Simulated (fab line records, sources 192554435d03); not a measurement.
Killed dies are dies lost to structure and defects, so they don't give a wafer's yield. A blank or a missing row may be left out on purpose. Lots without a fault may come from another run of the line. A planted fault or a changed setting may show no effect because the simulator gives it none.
Split-lot experiment | flow n5_finfet | 7 lots, 21 wafers read, on a route of 1938 steps

THE SPLIT
At N5_BEOL_M11_ETCH_66 (etches SOC in N2/H2, target depth 120 nm, overetch 24 nm, time 180 s), the setting time_s was moved away from the recipe's 180 s on 7 of the 21 wafers read, by -13.8% to +17.7%. The other wafers ran this setting at the recipe's value.

The reading is taken at the split's own step.

THE READING
SiARC_of_BEOL_M11_COAT_64.thk_nm (the simulator's own value, which no gauge read), in nm, at N5_BEOL_M11_ETCH_66 (etches SOC in N2/H2, target depth 120 nm, overetch 24 nm, time 180 s). The file gives no usual value for it. The 14 wafers here that ran the recipe average 22.7 nm, standard deviation 0.12 nm.

wafer  | tool, chamber at the split | time_s as run, s | against the recipe | SiARC_of_BEOL_M11_COAT_64.thk_nm, nm | against lot-mates on the recipe
L075.1 | rie_diel-01, 1             | 164.6            | -8.6%              | 23.4                                 | +0.6
L075.3 | rie_diel-01, 2             | 164.6            | -8.6%              | 23.2                                 | +0.4
L075.6 | rie_diel-01, 1             | 180              | recipe             | 22.8                                 | -
L077.1 | rie_diel-06, 0             | 180              | recipe             | 22.6                                 | -
L077.2 | rie_diel-06, 3,0           | 211.8            | +17.7%             | 21.2                                 | -1.4
L077.5 | rie_diel-06, 3,0           | 211.8            | +17.7%             | 21.2                                 | -1.4
L078.2 | rie_diel-06, 3,0           | 180              | recipe             | 22.6                                 | -
L078.3 | rie_diel-06, 3,0           | 180              | recipe             | 22.6                                 | -
L078.4 | rie_diel-06, 2             | 180              | recipe             | 23                                   | -
L081.2 | rie_diel-02, 1,0,1         | 180              | recipe             | 22.8                                 | -
L081.3 | rie_diel-02, 1,0,1         | 180              | recipe             | 22.8                                 | -
L081.5 | rie_diel-02, 1,0,1         | 180              | recipe             | 22.8                                 | -
L090.4 | rie_diel-06, 0,3           | 203.9            | +13.3%             | 21.6                                 | -1.0
L090.6 | rie_diel-06, 0,3           | 203.9            | +13.3%             | 21.6                                 | -1.0
L090.5 | rie_diel-06, 1             | 180              | recipe             | 22.6                                 | -
L091.2 | rie_diel-01, 0,3           | 180              | recipe             | 22.8                                 | -
L091.5 | rie_diel-01, 0,3           | 180              | recipe             | 22.8                                 | -
L091.6 | rie_diel-01, 2             | 180              | recipe             | 22.6                                 | -
L092.2 | rie_diel-06, 3,2           | 180              | recipe             | 22.6                                 | -
L092.3 | rie_diel-06, 3,2           | 180              | recipe             | 22.6                                 | -
L092.6 | rie_diel-06, 1             | 155.2            | -13.8%             | 23.6                                 | +1.0
Where a row lists several chambers, the file gives one row for several wafers and doesn't say which wafer went through which chamber.

THE FIT
A straight line over all 21 wafers: SiARC_of_BEOL_M11_COAT_64.thk_nm changes by -0.0794 nm for each +1% of time_s; r = -0.98; the points scatter about the line by 0.13 nm.
The same after taking each lot's own level away (the mean of its wafers on the recipe; 21 wafers): -0.0743 nm for each +1%; r = -0.99; scatter 0.1 nm.
On that fit, the largest move of time_s shifts the reading by 1.3 nm.
The lots' own levels span 22.60 to 22.80 nm, that is 1.6 times the standard deviation above.
So the lot-to-lot level changes the slope little: the two slopes agree.
Check: with one of the wafers moved furthest among these (+17.7%) left out of the fit, the line predicts -1.32 nm for it against its lot-mates. It came out at -1.4 nm against them.

OTHER SPLITS ON THESE WAFERS
These wafers also went through other splits before the reading. Each is held against what the fit with the lots' levels taken away leaves over:
other split on the same wafers | wafers away from the commonest value | r with SiARC_of_BEOL_M11_COAT_64.thk_nm (lot level and that fit taken away)
N5_BEOL_M8_DEP_56 time_s       | 8                                    | -0.02
N5_BEOL_M9_EXPOSE_25 dose_mj   | 7                                    | +0.10
N5_BEOL_M9_ETCH_66 time_s      | 6                                    | +0.20
N5_BEOL_M10_COAT_59 spin_rpm   | 5                                    | -0.15
N5_BEOL_M10_EXPOSE_08 dose_mj  | 8                                    | -0.10

THE FILE'S OWN FIT
SiARC_of_BEOL_M11_COAT_64.thk_nm changes by -0.0746 nm for each +1% of time_s, r = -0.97.
